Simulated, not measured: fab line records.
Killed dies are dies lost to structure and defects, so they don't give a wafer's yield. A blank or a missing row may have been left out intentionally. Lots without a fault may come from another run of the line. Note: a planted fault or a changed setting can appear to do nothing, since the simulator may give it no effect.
fab line records | flow n5_finfet
record: lots: 5 | wafers: 15 | last_day: 18
route steps=1938 shown BEOL_M2@871 BEOL_M4@1111 PASSIVATION@1936
lots that met no fault: taken from a fault-free run of the same line
start_h: hours from the record's first day to the start of the lot's first wafer shown | wait_h: hours elapsed since this lot's preceding step | " identical to the entry in the row above | L1.1+2: several wafers, shown together as one row | - no value, or no start was given | * or withheld: withheld | < > ~ a bound
route shown NAME@n: names a module that has steps shown in the file, with the first one's number in the route | usual: average and standard deviation across the fault-free wafers | same: alike in all rows | chamber/n: place in a boat | sites: readings site by site | _std_site: standard deviation across them | _edge_site: mean of outer sites minus mean of inner sites | radius_mm: how far each site lies from the wafer's centre | mask NAME#n: copy n | behind: tool/chamber where the wafer was last shaped | hold: why the lot went on hold/how many hours it stayed there/how the hold came to an end | device: the n, p or np transistor that did not switch | end of line: the route-end tests of the same wafers | step lacking rows: just its recipe | killed: count of dies lost to structure and defects at first sort (not the wafer's yield) | map: a wafer's dies, marking killed ones x, the rest . and places with no die _
set.NAME: the setting as run; set.NAME@STEP: as run at that earlier step | model.NAME: the simulator's own value behind a step, which no gauge read
lots at selected steps of the route; one table per step, one row per wafer
services: when a tool's chamber went out of use (start_h, in hours from the record's first day, below 0 if earlier), for how many hours, and the reason
== steps ==
step: N5_BEOL_M2_EBR_24
recipe: solvent: PGMEA | ebr_width_mm: 1.5
step: N5_BEOL_M2_SOFTBAKE_23
recipe: temp_c: 110 | time_s: 60 | resist: CAR-EUV
step: N5_BEOL_M2_EXPOSE_25
recipe: mask_id: V1 | na: 0.33 | source_shape: quasar | sigma_inner: 0.2 | sigma_outer: 0.8 | polarization: unpolarized | defocus_nm: 5 | dose_mj: 63
step: N5_BEOL_M2_PEB_26
recipe: peb_temp_c: 100 | peb_time_s: 60 | resist: CAR-EUV
step: N5_BEOL_M2_DEVELOP_27
recipe: develop_time_s: 30 | developer: TMAH | resist: CAR-EUV | rinse_liquid: surfactant_rinse | dry: air_spin | dev_temp_c: 23
step: N5_BEOL_M2_DESCUM_33
recipe: chemistry: O2 | time_s: 7 | source_power_w: 50 | bias_power_w: 20 | pressure_mtorr: 20 | rf_frequency_hz: 2.712e+07 | temp_c: 40 | resist: CAR-EUV | o2_flow_sccm: 225
step: N5_BEOL_M2_ETCH_77
recipe: chemistry: N2/H2 | target: underlayer | target_depth_a: 65 | mask_material: CAR-EUV | time_s: 5.2 | ion_energy_ev: 200 | pressure_mtorr: 30 | source_w: 840 | bias_w: 150 | n2_flow_sccm: 200 | h2_flow_sccm: 200 | ends: cleared
step: N5_BEOL_M2_ETCH_69
recipe: chemistry: CF4 | target: SiARC | target_depth_a: 156 | mask_material: CAR-EUV | time_s: 26 | ion_energy_ev: 80 | pressure_mtorr: 40 | source_w: 545 | bias_w: 36 | Ar_flow_sccm: 100 | cf4_flow_sccm: 100 | ends: cleared
step: N5_BEOL_M2_ALD_98
recipe: material: SiO2 | target_thk_a: 25 | temp_c: 100 | ald_precursor_family: BDEAS | ald_co_reactant: O2-plasma | pulse_time_s: 1 | co_reactant_pulse_time_s: 1 | purge_time_s: 2 | co_reactant_purge_time_s: 2 | ald_cycles: 17 | pressure_torr: 2
step: N5_BEOL_M2_ETCHBACK_99
recipe: chemistry: CHF3 | target: SiO2 | target_depth_a: 50 | time_s: 10.4 | source_w: 215 | bias_w: 47 | Ar_flow_sccm: 200 | CHF3_flow_sccm: 12 | ion_energy_ev: 100 | pressure_mtorr: 30
usual: CHF3_flow_sccm: 12.00/0.035 | bias_w: 46.99/0.14 | drypump_motor_current_A: 5.8/0.39 | oes_product_au: 0.82/0.099 | rf_vpp_V: 244/8.2 | showerhead_plenum_p_Torr: 2.17/0.051 | throttle_valve_pct: 16.99/0.25
lot.wafer | tool        | chamber | start_h | wait_h | CHF3_flow_sccm | bias_w | drypump_motor_current_A | oes_product_au | rf_hours_counter_h | rf_vpp_V | showerhead_plenum_p_Torr | throttle_valve_pct | model.CAR-EUV_of_BEOL_M2_COAT_22.thk_nm
L344.1    | rie_diel-05 | 1       | 168.66  | 5.9    | 11.98          | 47.14  | 6.1                     | 0.89           | 35                 | 239      | 2.20                     | 16.70              | 10.4
L344.2    | "           | 3       | "       | "      | 11.98          | 46.69  | 6.1                     | 0.69           | 229                | 241      | 2.12                     | 17.23              | 10.4
L344.5    | "           | 1       | "       | "      | 11.98          | 46.95  | 6.1                     | 0.89           | -                  | 241      | 2.20                     | 16.71              | 10.4
L353.4    | rie_diel-05 | 2       | 232.24  | 5.9    | -              | -      | -                       | -              | -                  | -        | -                        | -                  | 11.2
L353.5    | "           | 3       | "       | "      | -              | -      | -                       | -              | -                  | -        | -                        | -                  | 11.2
L353.6    | "           | 0       | "       | "      | -              | -      | -                       | -              | -                  | -        | -                        | -                  | 11.2
L352.1    | rie_diel-05 | 2       | 246.00  | 17.5   | -              | -      | -                       | -              | -                  | -        | -                        | -                  | 11.2
L352.4    | "           | 1       | "       | "      | -              | -      | -                       | -              | -                  | -        | -                        | -                  | 11.2
L352.5    | "           | 2       | "       | "      | -              | -      | -                       | -              | -                  | -        | -                        | -                  | 11.2
L354.1    | rie_diel-04 | 3       | 249.42  | 17.6   | -              | -      | -                       | -              | -                  | -        | -                        | -                  | 10.8
L354.3    | "           | 0       | "       | "      | -              | -      | -                       | -              | -                  | -        | -                        | -                  | 11
L354.5    | "           | 2       | "       | "      | -              | -      | -                       | -              | -                  | -        | -                        | -                  | 11
L361.1    | rie_diel-05 | 2       | 286.07  | 11.4   | 12.05          | 46.72  | 5.7                     | 0.74           | 163                | 250      | 2.22                     | 17.05              | 10.4
L361.2    | "           | 0       | "       | "      | 12.00          | 46.87  | 5.4                     | 0.84           | 51                 | 247      | 2.10                     | 16.98              | 10.4
L361.3    | "           | 1       | "       | "      | 12.03          | 47.43  | 6.1                     | 0.83           | 73                 | 240      | 2.18                     | 16.79              | 10.6
step: N5_BEOL_M2_ETCH_70
recipe: chemistry: N2/H2 | target: SOC | target_depth_a: 800 | overetch_a: 240 | mask_material: SiARC | temp_c: 40 | time_s: 130 | ion_energy_ev: 200 | pressure_mtorr: 30 | source_w: 840 | bias_w: 150 | n2_flow_sccm: 200 | h2_flow_sccm: 200
step: N5_BEOL_M4_RC_MEAS_101
usual: DIBL_N: 36.1/2 | DIBL_P: 36.3/2.5 | IOFF_N: 0.16/0.037 | IOFF_P: 0.21/0.039 | ION_N: 678/15 | ION_P: 465/8.7 | SS_N: 71.4/0.7 | SS_P: 73.3/0.74 | VT_N: 249/3.6 | VT_P: -250.0/2.9
lot.wafer | tool      | chamber | start_h | wait_h | DIBL_N[mV/V] | DIBL_P[mV/V] | IOFF_N[nA/um] | IOFF_P[nA/um] | ION_N[uA/um] | ION_P[uA/um] | SS_N[mV/dec] | SS_P[mV/dec] | VT_N[mV] | VT_P[mV]
L344.1    | prober-02 | 0       | 197.80  | 0.0    | 33.9         | 35.8         | 0.13          | 0.19          | 665          | 464          | 71.0         | 72.8         | 254      | -252.9
L344.2    | "         | 0       | "       | "      | 36.1         | 37.4         | 0.16          | 0.20          | 682          | 467          | 71.2         | 73.4         | 251      | -253.5
L344.5    | "         | 0       | "       | "      | 33.3         | 34.6         | 0.12          | 0.18          | 668          | 462          | 70.1         | 73.2         | 255      | -254.2
L361.1    | prober-01 | 0       | 324.98  | 0.0    | 38.4         | 39.4         | 0.22          | 0.26          | 686          | 464          | 72.2         | 73.9         | 245      | -245.6
L361.2    | "         | 0       | "       | "      | 32.9         | 33.3         | 0.13          | 0.17          | 672          | 465          | 70.0         | 73.2         | 248      | -249.2
L361.3    | "         | 0       | "       | "      | 33.2         | 33.9         | 0.13          | 0.19          | 685          | 481          | 70.8         | 72.1         | 249      | -251.4
step: N5_PASSIVATION_PROBE_49
usual: defect_limited_yield: 91.1/1.3 | killed_at_M0_to_M3: 32/9.7 | killed_at_M4_up: 16/6 | killed_at_contacts: 12/5.9 | killed_at_front_end: 41/11 | killed_at_other: 4/3.1 | killed_dies: 104/16 | killed_on_rim: 14/4 | killed_open: 68/12 | killed_short: 34/7.4 | sort_bin_5_function: 5.1/0.85 | sort_bin_6_memory: 3.3/0.66 | sort_n_pass: 1075/16 | sort_yield_pct: 91.1/1.4
same: gross_dies: 1180 | killed_at_back_side: 0 | sort_bin_4_leakage[%]: 0 | sort_bin_8_speed[%]: 0
lot.wafer | tool      | chamber | start_h | wait_h | defect_limited_yield[%] | killed_at_M0_to_M3 | killed_at_M4_up | killed_at_contacts | killed_at_front_end | killed_at_other | killed_dies | killed_on_rim | killed_open | killed_short | sort_bin_5_function[%] | sort_bin_6_memory[%] | sort_n_pass | sort_yield_pct[%]
L353.4    | prober-01 | -       | 370.73  | 0.2    | 0                       | 1101               | 16              | 17                 | 46                  | 0               | 1180        | 152           | 64          | 31           | 96.2                   | 3.7                  | 0           | 0
L353.5    | prober-01 | -       | 370.78  | 0.2    | 0                       | 1116               | 28              | 6                  | 30                  | 0               | 1180        | 152           | 57          | 21           | 96.6                   | 3.2                  | 0           | 0
L353.6    | prober-01 | -       | 370.83  | 0.3    | 0                       | 1104               | 20              | 7                  | 49                  | 0               | 1180        | 152           | 69          | 34           | 96.7                   | 2.9                  | 0           | 0
L352.1    | prober-02 | -       | 376.91  | 0.0    | 0                       | 1113               | 16              | 5                  | 37                  | 9               | 1180        | 152           | 61          | 38           | 96.9                   | 2.7                  | 0           | 0
L352.4    | prober-02 | -       | 377.06  | 0.2    | 0                       | 1078               | 41              | 17                 | 43                  | 1               | 1180        | 152           | 113         | 36           | 95.0                   | 4.8                  | 0           | 0
L352.5    | prober-02 | -       | 377.11  | 0.2    | 0                       | 1106               | 14              | 23                 | 37                  | 0               | 1180        | 152           | 65          | 30           | 96.1                   | 3.6                  | 0           | 0
L354.1    | prober-02 | -       | 398.95  | 0.0    | 0                       | 1103               | 12              | 16                 | 47                  | 2               | 1180        | 152           | 83          | 38           | 95.8                   | 4.0                  | 0           | 0
L354.3    | prober-02 | -       | 399.05  | 0.1    | 0                       | 1114               | 16              | 5                  | 41                  | 4               | 1180        | 152           | 66          | 40           | 96.3                   | 3.2                  | 0           | 0
L354.5    | prober-02 | -       | 399.15  | 0.2    | 0                       | 1111               | 13              | 6                  | 46                  | 4               | 1180        | 152           | 86          | 33           | 95.8                   | 3.6                  | 0           | 0
killed by level:class
L353.4 BEOL_M2:area_etchback=1082 FIN_SAQP:geometric_particle:open=19 MOL_CONTACT_COAG:geometric_particle:open=14 FIN_SAQP:geometric_particle:short=11 BEOL_M0_SAQP:geometric_particle:short=6 STI_FIN_REVEAL:geometric_particle:open=5 BEOL_M2:geometric_particle:open=4 BEOL_M4:geometric_particle:open=4
L353.5 BEOL_M2:area_etchback=1099 BEOL_M4:geometric_particle:open=13 FIN_SAQP:geometric_particle:open=12 STI_FIN_REVEAL:geometric_particle:open=6 BEOL_M4:geometric_particle:short=6 FIN_SAQP:geometric_particle:short=4 MOL_CONTACT_COAG:geometric_particle:open=4 BEOL_M2:geometric_particle:open=4
L353.6 BEOL_M2:area_etchback=1075 FIN_SAQP:geometric_particle:open=15 FIN_SAQP:geometric_particle:short=11 BEOL_M1:geometric_particle:open=8 MOL_CONTACT_COAG:geometric_particle:open=7 BEOL_M2:geometric_particle:open=7 BEOL_M4:geometric_particle:short=5 BEOL_M5:geometric_particle:open=5
L352.1 BEOL_M2:area_etchback=1081 STI_FIN_REVEAL:geometric_particle:open=12 BEOL_M1:geometric_particle:open=7 BEOL_M4:geometric_particle:open=6 FIN_SAQP:geometric_particle:short=5 MOL_CONTACT_COAG:geometric_particle:open=5 PASS1_CAP:geometric_particle:open=5 STARTING-WAFER:geometric_particle:short=5
L352.4 BEOL_M2:area_etchback=1031 BEOL_M4:geometric_particle:open=26 BEOL_M3:geometric_particle:open=19 STI_FIN_REVEAL:geometric_particle:open=15 MOL_CONTACT_COAG:geometric_particle:open=13 FIN_SAQP:geometric_particle:open=6 DUMMY_GATE:geometric_particle:open=6 BEOL_M3:geometric_particle:short=6
L352.5 BEOL_M2:area_etchback=1082 MOL_CONTACT_COAG:geometric_particle:open=13 MOL_CONTACT_COAG:geometric_particle:short=10 STI_FIN_REVEAL:geometric_particle:open=9 FIN_SAQP:geometric_particle:open=6 BEOL_M3:geometric_particle:open=6 DUMMY_GATE:geometric_particle:open=5 BEOL_M1:geometric_particle:open=5
L354.1 BEOL_M2:area_etchback=1059 FIN_SAQP:geometric_particle:open=19 MOL_CONTACT_COAG:geometric_particle:open=12 BEOL_M0_SAQP:geometric_particle:open=12 BEOL_M2:geometric_particle:open=11 BEOL_M0_SAQP:geometric_particle:short=10 FIN_SAQP:geometric_particle:short=9 BEOL_M4:geometric_particle:open=8
L354.3 BEOL_M2:area_etchback=1074 FIN_SAQP:geometric_particle:short=13 FIN_SAQP:geometric_particle:open=12 BEOL_M2:geometric_particle:open=11 BEOL_M0_SAQP:geometric_particle:open=8 BEOL_M0_SAQP:geometric_particle:short=8 STARTING-WAFER:geometric_particle:short=5 GATE_CUT:geometric_particle:short=4
L354.5 BEOL_M2:area_etchback=1061 BEOL_M2:geometric_particle:open=15 FIN_SAQP:geometric_particle:open=13 BEOL_M0_SAQP:geometric_particle:open=12 BEOL_M0_SAQP:geometric_particle:short=8 BEOL_M3:geometric_particle:open=8 FIN_SAQP:geometric_particle:short=7 DUMMY_GATE:geometric_particle:open=7
map L352.1 (x killed, . not)
_________________xxxxxxxxxxxx________________
______________xxxxxxxxxxxxxxxxxx_____________
___________xxxxxxxxxxxxxxxxxxxxxxxx__________
__________xxxxxxxxxxxxxxxxxxxxxxxxxx_________
________xxxxxxxxxxxxxxxxxxxxxxxxxxxxxx_______
_______xxxxxxxxxxxxxxxxxxxxxxxxxxxxxxxx______
______xxxxxxxxxxxxxxxxxxxxxxxxxxxxxxxxxx_____
_____xxxxxxxxxxxxxxxxxxxxxxxxxxxxxxxxxxxx____
____xxxxxxxxxxxxxxxxxxxxxxxxxxxxxxxxxxxxxx___
___xxxxxxxxxxxxxxxxxxxxxxxxxxxxxxxxxxxxxxxx__
___xxxxxxxxxxxxxxxxxxxxxxxxxxxxxxxxxxxxxxxx__
__xxxxxxxxxxxxxxxxxxxxxxxxxxxxxxxxxxxxxxxxxx_
__xxxxxxxxxxxxxxxxxxxxxxxxxxxxxxxxxxxxxxxxxx_
_xxxxxxxxxxxxxxxxxxxxxxxxxxxxxxxxxxxxxxxxxxxx
_xxxxxxxxxxxxxxxxxxxxxxxxxxxxxxxxxxxxxxxxxxxx
_xxxxxxxxxxxxxxxxxxxxxxxxxxxxxxxxxxxxxxxxxxxx
_xxxxxxxxxxxxxxxxxxxxxxxxxxxxxxxxxxxxxxxxxxxx
_xxxxxxxxxxxxxxxxxxxxxxxxxxxxxxxxxxxxxxxxxxxx
_xxxxxxxxxxxxxxxxxxxxxxxxxxxxxxxxxxxxxxxxxxxx
_xxxxxxxxxxxxxxxxxxxxxxxxxxxxxxxxxxxxxxxxxxxx
_xxxxxxxxxxxxxxxxxxxxxxxxxxxxxxxxxxxxxxxxxxxx
__xxxxxxxxxxxxxxxxxxxxxxxxxxxxxxxxxxxxxxxxxx_
__xxxxxxxxxxxxxxxxxxxxxxxxxxxxxxxxxxxxxxxxxx_
___xxxxxxxxxxxxxxxxxxxxxxxxxxxxxxxxxxxxxxxx__
___xxxxxxxxxxxxxxxxxxxxxxxxxxxxxxxxxxxxxxxx__
____xxxxxxxxxxxxxxxxxxxxxxxxxxxxxxxxxxxxxx___
_____xxxxxxxxxxxxxxxxxxxxxxxxxxxxxxxxxxxx____
______xxxxxxxxxxxxxxxxxxxxxxxxxxxxxxxxxx_____
_______xxxxxxxxxxxxxxxxxxxxxxxxxxxxxxxx______
________xxxxxxxxxxxxxxxxxxxxxxxxxxxxxx_______
__________xxxxxxxxxxxxxxxxxxxxxxxxxx_________
___________xxxxxxxxxxxxxxxxxxxxxxxx__________
______________xxxxxxxxxxxxxxxxxx_____________
_________________xxxxxxxxxxxx________________
map L353.4 (x killed, . not)
_________________xxxxxxxxxxxx________________
______________xxxxxxxxxxxxxxxxxx_____________
___________xxxxxxxxxxxxxxxxxxxxxxxx__________
__________xxxxxxxxxxxxxxxxxxxxxxxxxx_________
________xxxxxxxxxxxxxxxxxxxxxxxxxxxxxx_______
_______xxxxxxxxxxxxxxxxxxxxxxxxxxxxxxxx______
______xxxxxxxxxxxxxxxxxxxxxxxxxxxxxxxxxx_____
_____xxxxxxxxxxxxxxxxxxxxxxxxxxxxxxxxxxxx____
____xxxxxxxxxxxxxxxxxxxxxxxxxxxxxxxxxxxxxx___
___xxxxxxxxxxxxxxxxxxxxxxxxxxxxxxxxxxxxxxxx__
___xxxxxxxxxxxxxxxxxxxxxxxxxxxxxxxxxxxxxxxx__
__xxxxxxxxxxxxxxxxxxxxxxxxxxxxxxxxxxxxxxxxxx_
__xxxxxxxxxxxxxxxxxxxxxxxxxxxxxxxxxxxxxxxxxx_
_xxxxxxxxxxxxxxxxxxxxxxxxxxxxxxxxxxxxxxxxxxxx
_xxxxxxxxxxxxxxxxxxxxxxxxxxxxxxxxxxxxxxxxxxxx
_xxxxxxxxxxxxxxxxxxxxxxxxxxxxxxxxxxxxxxxxxxxx
_xxxxxxxxxxxxxxxxxxxxxxxxxxxxxxxxxxxxxxxxxxxx
_xxxxxxxxxxxxxxxxxxxxxxxxxxxxxxxxxxxxxxxxxxxx
_xxxxxxxxxxxxxxxxxxxxxxxxxxxxxxxxxxxxxxxxxxxx
_xxxxxxxxxxxxxxxxxxxxxxxxxxxxxxxxxxxxxxxxxxxx
_xxxxxxxxxxxxxxxxxxxxxxxxxxxxxxxxxxxxxxxxxxxx
__xxxxxxxxxxxxxxxxxxxxxxxxxxxxxxxxxxxxxxxxxx_
__xxxxxxxxxxxxxxxxxxxxxxxxxxxxxxxxxxxxxxxxxx_
___xxxxxxxxxxxxxxxxxxxxxxxxxxxxxxxxxxxxxxxx__
___xxxxxxxxxxxxxxxxxxxxxxxxxxxxxxxxxxxxxxxx__
____xxxxxxxxxxxxxxxxxxxxxxxxxxxxxxxxxxxxxx___
_____xxxxxxxxxxxxxxxxxxxxxxxxxxxxxxxxxxxx____
______xxxxxxxxxxxxxxxxxxxxxxxxxxxxxxxxxx_____
_______xxxxxxxxxxxxxxxxxxxxxxxxxxxxxxxx______
________xxxxxxxxxxxxxxxxxxxxxxxxxxxxxx_______
__________xxxxxxxxxxxxxxxxxxxxxxxxxx_________
___________xxxxxxxxxxxxxxxxxxxxxxxx__________
______________xxxxxxxxxxxxxxxxxx_____________
_________________xxxxxxxxxxxx________________
== services ==
tool        | chamber | start_h | hours | kind
rie_diel-05 | 0       | 167.07  | 5.0   | repair
rie_diel-04 | 2       | 175.54  | 3.6   | repair
rie_diel-05 | 1       | 183.42  | 12.0  | repair
rie_diel-04 | 0       | 197.28  | -     | clean
rie_diel-04 | 0       | 197.28  | -     | consumable_replace:focus_ring
rie_diel-04 | 0       | 197.28  | 12.2  | scheduled_down
rie_diel-04 | 0       | 197.28  | 12.2  | vent_cycle
rie_diel-05 | -       | 205.16  | 0.7   | repair
rie_diel-05 | -       | 218.37  | 0.1   | repair
rie_diel-04 | 1       | 229.60  | -     | clean
rie_diel-04 | 1       | 229.60  | -     | consumable_replace:focus_ring
rie_diel-04 | 1       | 229.60  | 21.3  | scheduled_down
rie_diel-04 | 1       | 229.60  | 21.3  | vent_cycle
rie_diel-05 | 3       | 242.46  | 40.9  | repair
rie_diel-04 | 3       | 250.90  | -     | clean
rie_diel-04 | 3       | 250.90  | -     | consumable_replace:focus_ring
rie_diel-04 | 3       | 250.90  | 25.0  | scheduled_down
rie_diel-04 | 3       | 250.90  | 25.0  | vent_cycle
rie_diel-04 | 1       | 252.29  | 3.0   | repair
rie_diel-05 | 3       | 283.73  | -     | clean
rie_diel-05 | 3       | 283.73  | -     | consumable_replace:focus_ring
rie_diel-05 | 3       | 283.73  | 26.2  | scheduled_down
rie_diel-05 | 3       | 283.73  | 26.2  | vent_cycle
== key ==
first_sign: step: N5_BEOL_M2_ETCHBACK_99 | reading: tool_record | direction: missing
effect: step: N5_PASSIVATION_PROBE_49 | reading: killed_at_M0_to_M3 | direction: up | sigmas: 99+ | usual: 32 | struck: 1105
model_effect: step: N5_BEOL_M2_ETCHBACK_99 | value: CAR-EUV_of_BEOL_M2_COAT_22.thk_nm | without: 10.36 | struck: 11.11
more_kills_born_at: N5_BEOL_M2_ETCHBACK_99@rie_diel-05: 6450 | N5_BEOL_M2_ETCHBACK_99@rie_diel-04: 3194
met_at N5_BEOL_M2_ETCHBACK_99
struck_wafers L352.1,L352.4,L352.5,L353.4,L353.5,L353.6,L354.1,L354.3,L354.5
later_rows_left_out L352.1,L352.4,L352.5,L353.4,L353.5,L353.6,L354.1,L354.3,L354.5
onset_between 168.66 232.24
fault: kind: skipped_step_whole | tool: rie_diel-04,rie_diel-05 | chamber: - | onset_h: 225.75 | steps: N5_BEOL_M2_ETCHBACK_99 | scope: struck_lots_only
later_rows_left_out: the simulator's readings of these wafers behind a module that went badly wrong aren't trusted and aren't shown, but for the sort
